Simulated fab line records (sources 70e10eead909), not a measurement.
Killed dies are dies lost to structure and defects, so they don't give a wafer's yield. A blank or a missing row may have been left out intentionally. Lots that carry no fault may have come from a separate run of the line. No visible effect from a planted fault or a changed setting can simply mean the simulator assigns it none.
Which tool is to blame? | flow nandHarc | 24 lots with 72 wafers sampled at 5 steps, on a route of 1159 steps

WHAT EACH GAUGE READ, for each wafer
NHARC_A_CONTACT_CD_MEAS_80.
lot  | measured     | on       | cdNm (nm)
L074 | day 16 19:20 | cdSem-01 | 189.8 189.4 189.5
L075 | day 16 21:26 | cdSem-03 | 189.9 189.4 190.1
L076 | day 16 20:57 | cdSem-02 | 189.7 190.4 190.3
L079 | day 17 13:11 | cdSem-03 | 189.0 189.6 190.3
L077 | day 17 06:43 | cdSem-03 | 190.0 190.1 190.0
L078 | day 17 16:53 | cdSem-03 | 189.6 188.6 189.0
L080 | day 17 23:09 | cdSem-01 | 189.5 188.9 189.7
L081 | day 18 10:55 | cdSem-02 | 190.3 189.8 191.0
L084 | day 19 03:19 | cdSem-01 | 190.4 189.4 189.6
L082 | day 18 23:10 | cdSem-03 | 189.9 189.6 189.5
L083 | day 19 04:32 | cdSem-02 | 190.1 189.0 190.3
L087 | day 19 13:30 | cdSem-02 | 189.7 188.7 189.1
L086 | day 19 17:52 | cdSem-02 | 189.5 189.0 189.7
L088 | day 19 13:11 | cdSem-02 | 190.2 189.8 190.0
L085 | day 20 03:40 | cdSem-01 | 191.1 190.3 191.0
L089 | day 20 03:44 | cdSem-03 | 190.7 189.7 190.6
L090 | day 20 17:11 | cdSem-02 | 187.6 188.2 188.4
L091 | day 20 13:05 | cdSem-01 | 190.3 190.5 190.0
L093 | day 21 07:13 | cdSem-01 | 190.1 190.1 190.2
L092 | day 21 07:26 | cdSem-03 | 189.2 188.1 189.0
L094 | day 21 18:11 | cdSem-03 | 190.1 190.4 189.7
L097 | day 22 10:22 | cdSem-02 | 189.2 190.0 189.7
L095 | day 23 01:45 | cdSem-01 | 191.7 191.0 191.1
L096 | day 23 07:23 | cdSem-02 | 191.4 190.8 191.1

TOOL THAT RAN EACH LOT (tool first, then ch and the chambers of the sampled wafers, then the start)
lot  | NHARC_A_SGD_CUT_ETCH_58           | NHARC_A_CONTACT_ETCH_49                      | NHARC_A_CONTACT_ETCH_121           | NHARC_A_CONTACT_ETCH_130
L074 | rieDiel-03 ch 1,2,3, day 13 22:53 | rieDiel-06 ch 0,2,3, day 16 09:58 or earlier | harCapEtch-03 ch 0,1, day 16 09:58 | harCapEtch-03 ch 0,1, day 16 18:10
L075 | rieDiel-07 ch 0,1,2, day 13 23:02 | rieDiel-08 ch 1,2,3, day 16 09:13 or earlier | harCapEtch-02 ch 0,1, day 16 09:13 | harCapEtch-02 ch 0,1, day 16 20:08
L076 | rieDiel-12 ch 0,2,3, day 13 23:05 | rieDiel-08 ch 0,3, day 16 11:56 or earlier   | harCapEtch-01 ch 0,1, day 16 11:56 | harCapEtch-01 ch 0,1, day 16 19:46
L079 | rieDiel-07 ch 2,3, day 14 13:12   | rieDiel-08 ch 1,3, day 17 03:44 or earlier   | harCapEtch-01 ch 0,1, day 17 03:44 | harCapEtch-02 ch 0,1, day 17 11:57
L077 | rieDiel-03 ch 1,2,3, day 14 13:49 | rieDiel-08 ch 0,2,3, day 16 22:19 or earlier | harCapEtch-03 ch 1, day 16 22:19   | harCapEtch-02 ch 0,1, day 17 05:29
L078 | rieDiel-07 ch 0,1,3, day 14 20:40 | rieDiel-08 ch 0,1,3, day 17 08:26 or earlier | harCapEtch-03 ch 0,1, day 17 08:26 | harCapEtch-01 ch 0,1, day 17 15:40
L080 | rieDiel-07 ch 2,3, day 15 05:20   | rieDiel-04 ch 1,2,3, day 17 13:50 or earlier | harCapEtch-03 ch 0,1, day 17 13:50 | harCapEtch-03 ch 0,1, day 17 21:53
L081 | rieDiel-03 ch 0,1,3, day 15 14:29 | rieDiel-08 ch 1,3, day 18 00:55 or earlier   | harCapEtch-03 ch 0,1, day 18 00:55 | harCapEtch-01 ch 0,1, day 18 09:44
L084 | rieDiel-07 ch 0,1,2, day 16 00:23 | rieDiel-08 ch 1,2,3, day 18 17:58 or earlier | harCapEtch-01 ch 0,1, day 18 17:58 | harCapEtch-01 ch 0,1, day 19 01:47
L082 | rieDiel-12 ch 1,2,3, day 16 00:34 | rieDiel-08 ch 1,2,3, day 18 14:38 or earlier | harCapEtch-03 ch 0,1, day 18 14:38 | harCapEtch-02 ch 0,1, day 18 21:56
L083 | rieDiel-12 ch 0,2,3, day 16 00:35 | rieDiel-04 ch 0,1,2, day 18 20:36 or earlier | harCapEtch-03 ch 0,1, day 18 20:36 | harCapEtch-03 ch 0,1, day 19 03:16
L087 | rieDiel-03 ch 1,2,3, day 16 22:25 | rieDiel-06 ch 0,1,3, day 19 04:43 or earlier | harCapEtch-01 ch 0,1, day 19 04:43 | harCapEtch-03 ch 0,1, day 19 12:19
L086 | rieDiel-07 ch 1,3, day 16 22:44   | rieDiel-06 ch 1,2,3, day 19 09:33 or earlier | harCapEtch-01 ch 0,1, day 19 09:33 | harCapEtch-01 ch 0,1, day 19 16:17
L088 | rieDiel-03 ch 1,2,3, day 16 23:01 | rieDiel-08 ch 0,2, day 19 04:31 or earlier   | harCapEtch-02 ch 1, day 19 04:31   | harCapEtch-02 ch 1, day 19 11:58
L085 | rieDiel-07 ch 1,2,3, day 17 08:28 | rieDiel-06 ch 0,1,2, day 19 19:04 or earlier | harCapEtch-03 ch 0,1, day 19 19:04 | harCapEtch-01 ch 0,1, day 20 02:25
L089 | rieDiel-07 ch 1,2,3, day 17 08:52 | rieDiel-08 ch 2,3, day 19 18:51 or earlier   | harCapEtch-02 ch 0,1, day 19 18:51 | harCapEtch-03 ch 0,1, day 20 02:19
L090 | rieDiel-12 ch 1,2,3, day 17 20:45 | rieDiel-08 ch 0,1,2, day 20 06:59 or earlier | harCapEtch-01 ch 0,1, day 20 06:59 | harCapEtch-03 ch 0, day 20 15:40
L091 | rieDiel-03 ch 1,2,3, day 17 21:04 | rieDiel-08 ch 0,1,3, day 20 05:20 or earlier | harCapEtch-02 ch 0,1, day 20 05:20 | harCapEtch-01 ch 0,1, day 20 11:55
L093 | rieDiel-12 ch 0,2,3, day 18 12:37 | rieDiel-06 ch 0,2,3, day 20 19:25 or earlier | harCapEtch-01 ch 0,1, day 20 19:25 | harCapEtch-01 ch 0,1, day 21 05:59
L092 | rieDiel-03 ch 1,2,3, day 18 12:56 | rieDiel-06 ch 1,2,3, day 20 20:38 or earlier | harCapEtch-03 ch 0,1, day 20 20:38 | harCapEtch-03 ch 0,1, day 21 06:16
L094 | rieDiel-07 ch 0,2,3, day 18 20:15 | rieDiel-08 ch 2,3, day 21 10:13 or earlier   | harCapEtch-02 ch 0,1, day 21 10:13 | harCapEtch-02 ch 0,1, day 21 17:01
L097 | rieDiel-07 ch 0,1,2, day 19 14:53 | rieDiel-08 ch 1,2,3, day 22 00:58 or earlier | harCapEtch-03 ch 0,1, day 22 00:58 | harCapEtch-02 ch 0,1, day 22 09:05
L095 | rieDiel-12 ch 0,3, day 20 00:58   | rieDiel-08 ch 1,2, day 22 15:47 or earlier   | harCapEtch-02 ch 0,1, day 22 15:47 | harCapEtch-03 ch 0,1, day 23 00:34
L096 | rieDiel-03 ch 1,2,3, day 20 01:28 | rieDiel-08 ch 0,2, day 22 19:56 or earlier   | harCapEtch-02 ch 0,1, day 22 19:56 | harCapEtch-02 ch 0,1, day 23 06:06
- NHARC_A_SGD_CUT_ETCH_58: etches the open film in CF4, target depth 39 nm, time 65 s.
- NHARC_A_CONTACT_ETCH_49: etches the open film in N2/H2, target depth 260 nm, time 475.3 s.
- NHARC_A_CONTACT_ETCH_121: etches the open film in C4F8/O2/Ar, time 94 s, target depth 922 nm.
- NHARC_A_CONTACT_ETCH_130: etches the open film in C4F8/O2/Ar, time 155 s, target depth 956 nm.

WHAT THE TOOLS THEMSELVES READ (means of the sampled wafers that have a number; where no wafer has one, the mark that the record gives instead)
NHARC_A_SGD_CUT_ETCH_58.
lot  | tool       | drypumpMotorCurrentA (A) | oesProductAu (a.u.) | rfVppV (V) | showerheadPlenumPTorr (Torr) | throttleValvePct (%)
L074 | rieDiel-03 | 5.8                      | 1.002               | 150.7      | 1.79                         | 13.282
L075 | rieDiel-07 | 5.9                      | 1.004               | 151.2      | 1.74                         | 13.291
L076 | rieDiel-12 | 5.6                      | 1.001               | 151.0      | 1.74                         | 13.283
L079 | rieDiel-07 | 6.5                      | 0.996               | 150.1      | 1.72                         | 13.280
L077 | rieDiel-03 | 5.8                      | 0.997               | 151.1      | 1.79                         | 13.274
L078 | rieDiel-07 | 5.8                      | 1.003               | 150.3      | 1.72                         | 13.276
L080 | rieDiel-07 | 6.6                      | 1.005               | 151.1      | 1.72                         | 13.280
L081 | rieDiel-03 | 5.5                      | 0.988               | 151.2      | 1.74                         | 13.286
L084 | rieDiel-07 | 5.9                      | 1.011               | 151.2      | 1.74                         | 13.276
L082 | rieDiel-12 | 5.5                      | 1.002               | 151.0      | 1.76                         | 13.280
L083 | rieDiel-12 | 5.6                      | 0.998               | 150.4      | 1.74                         | 13.288
L087 | rieDiel-03 | 5.8                      | 0.982               | 150.7      | 1.78                         | 13.280
L086 | rieDiel-07 | 6.0                      | 0.994               | 150.4      | 1.67                         | 13.286
L088 | rieDiel-03 | 5.8                      | 0.977               | 150.7      | 1.78                         | 13.282
L085 | rieDiel-07 | 6.3                      | 1.003               | 150.4      | 1.70                         | 13.290
L089 | rieDiel-07 | 6.3                      | 1.003               | 150.1      | 1.70                         | 13.277
L090 | rieDiel-12 | 5.4                      | 0.996               | 151.9      | 1.76                         | 13.289
L091 | rieDiel-03 | 5.8                      | 0.997               | 151.4      | 1.78                         | 13.279
L093 | rieDiel-12 | 5.6                      | 0.992               | 151.1      | 1.74                         | 13.287
L092 | rieDiel-03 | 5.8                      | 0.997               | 151.7      | 1.78                         | 13.280
L094 | rieDiel-07 | 6.2                      | 1.001               | 150.9      | 1.75                         | 13.288
L097 | rieDiel-07 | 5.9                      | 0.997               | 150.8      | 1.74                         | 13.288
L095 | rieDiel-12 | 5.5                      | 0.998               | 149.2      | 1.67                         | 13.289
L096 | rieDiel-03 | 5.8                      | 1.011               | 151.5      | 1.78                         | 13.276

NHARC_A_CONTACT_ETCH_49.
lot  | tool       | drypumpMotorCurrentA (A) | oesProductAu (a.u.) | rfVppV (V) | showerheadPlenumPTorr (Torr) | throttleValvePct (%)
L074 | rieDiel-06 | 5.7                      | 1.001               | 427.9      | 1.97                         | 14.163
L075 | rieDiel-08 | 5.7                      | 0.997               | 429.7      | 2.03                         | 14.171
L076 | rieDiel-08 | 6.3                      | 1.011               | 429.0      | 1.96                         | 14.175
L079 | rieDiel-08 | 6.1                      | 0.993               | 428.1      | 1.97                         | 14.175
L077 | rieDiel-08 | 5.8                      | 1.008               | 430.9      | 2.02                         | 14.168
L078 | rieDiel-08 | 6.2                      | 0.995               | 428.3      | 1.96                         | 14.169
L080 | rieDiel-04 | 5.7                      | 0.993               | 432.0      | 2.10                         | 14.172
L081 | rieDiel-08 | 6.2                      | 0.993               | 429.3      | 1.97                         | 14.169
L084 | rieDiel-08 | 5.7                      | 0.999               | 429.8      | 2.03                         | 14.172
L082 | rieDiel-08 | 5.7                      | 0.993               | 430.8      | 2.03                         | 14.170
L083 | rieDiel-04 | 5.6                      | 0.995               | 432.4      | 2.08                         | 14.169
L087 | rieDiel-06 | 5.9                      | 0.996               | 432.0      | 2.07                         | 14.169
L086 | rieDiel-06 | 5.9                      | 1.001               | 427.9      | 1.96                         | 14.171
L088 | rieDiel-08 | 5.4                      | 1.006               | 432.8      | 2.09                         | 14.168
L085 | rieDiel-06 | 5.8                      | 0.999               | 428.8      | 2.00                         | 14.177
L089 | rieDiel-08 | 5.8                      | 1.003               | 429.9      | 2.01                         | 14.171
L090 | rieDiel-08 | 5.8                      | 0.995               | 430.6      | 2.03                         | 14.174
L091 | rieDiel-08 | 6.2                      | 0.997               | 429.4      | 1.96                         | 14.175
L093 | rieDiel-06 | 5.7                      | 0.997               | 430.5      | 2.06                         | 14.177
L092 | rieDiel-06 | 5.9                      | 0.993               | 428.2      | 1.96                         | 14.172
L094 | rieDiel-08 | 5.8                      | 1.013               | 429.9      | 2.01                         | 14.170
L097 | rieDiel-08 | 5.7                      | 1.002               | 430.0      | 2.02                         | 14.163
L095 | rieDiel-08 | 5.3                      | 1.014               | 432.1      | 2.10                         | 14.175
L096 | rieDiel-08 | 5.4                      | 1.005               | 432.5      | 2.09                         | 14.166

THE ANSWER, worked out from the rows above alone
Rule: usual is defined by the lots themselves. The widest of any qualifying gaps counts: lots, ordered by their means at a reading, are off when they make up no more than a third of the lots, leave a main group of 4 or more, and stand apart from it by 3 or more times the standard deviation of that group's means. A main group is skipped when, at the precision printed for the reading in the tables above, its means are all equal. A lot without any number at a reading at which 4 lots or more have one is off too. Where the step has rows for the other lots, those lots are counted as sound. The gauges are gone through in route order, then the tools' own readings, and for those a lot's mean is taken as printed above. The first step at which some lot is off is used, and at that step the reading that is off furthest; a lot without a number counts as furthest.
None of the lots is off at any reading shown; this tells nothing.

WHAT THE SIMULATOR HAD INSERTED
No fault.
